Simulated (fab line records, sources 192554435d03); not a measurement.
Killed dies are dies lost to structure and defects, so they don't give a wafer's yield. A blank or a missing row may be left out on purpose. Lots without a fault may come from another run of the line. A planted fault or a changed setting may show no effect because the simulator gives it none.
Chamber matching | flow n5_finfet | N5_BEOL_M9_PECVD_70 on pecvd-04: 3 sister chambers
The step deposits SiO2 from TEOS/O2, target thk 20 nm, time 22.7 s. 3 wafers are shown with their chamber, then 12 later ones without.

WAFERS WITH THEIR CHAMBER
wafer  | chamber | throttle_valve_pct (%)
L087.4 | 2       | 21.6
L088.2 | 0       | 22.6
L088.5 | 1       | 23.3

WAFERS WITHOUT THEIR CHAMBER
wafer  | throttle_valve_pct (%)
L094.3 | 22.6
L094.4 | 23.2
L094.5 | 21.5
L095.1 | 23.2
L095.3 | 21.7
L095.4 | 23.5
L097.1 | 21.8
L097.2 | 22.5
L097.3 | 22.6
L097.4 | 21.8
L097.5 | 22.4
L097.6 | 21.6

WHICH CHAMBER EACH WENT THROUGH
wafer  | from the rows above | in truth
L094.3 | 0                   | 0
L094.4 | 1                   | 1
L094.5 | 2                   | 2
L095.1 | 1                   | 1
L095.3 | 2                   | 2
L095.4 | 1                   | 1
L097.1 | 2                   | 2
L097.2 | 0                   | 0
L097.3 | 0                   | 0
L097.4 | 2                   | 2
L097.5 | 0                   | 0
L097.6 | 2                   | 2
Placed correctly: 12 of 12. Can't be placed from these rows: 0. Placed wrongly: 0.
How it was worked out, from the rows above alone: a wafer's distance from a chamber is the root of the sum, over the readings, of the square of ((its reading less the chamber's mean) divided by the reading's scatter). The wafer belongs to the nearest chamber; if the next one is less than 2 further off, it can't be placed. A chamber's mean is the mean of its shown wafers. The scatter: with one shown wafer a chamber, the root of the mean of the squares of how far each hidden wafer lies from its nearest shown one.
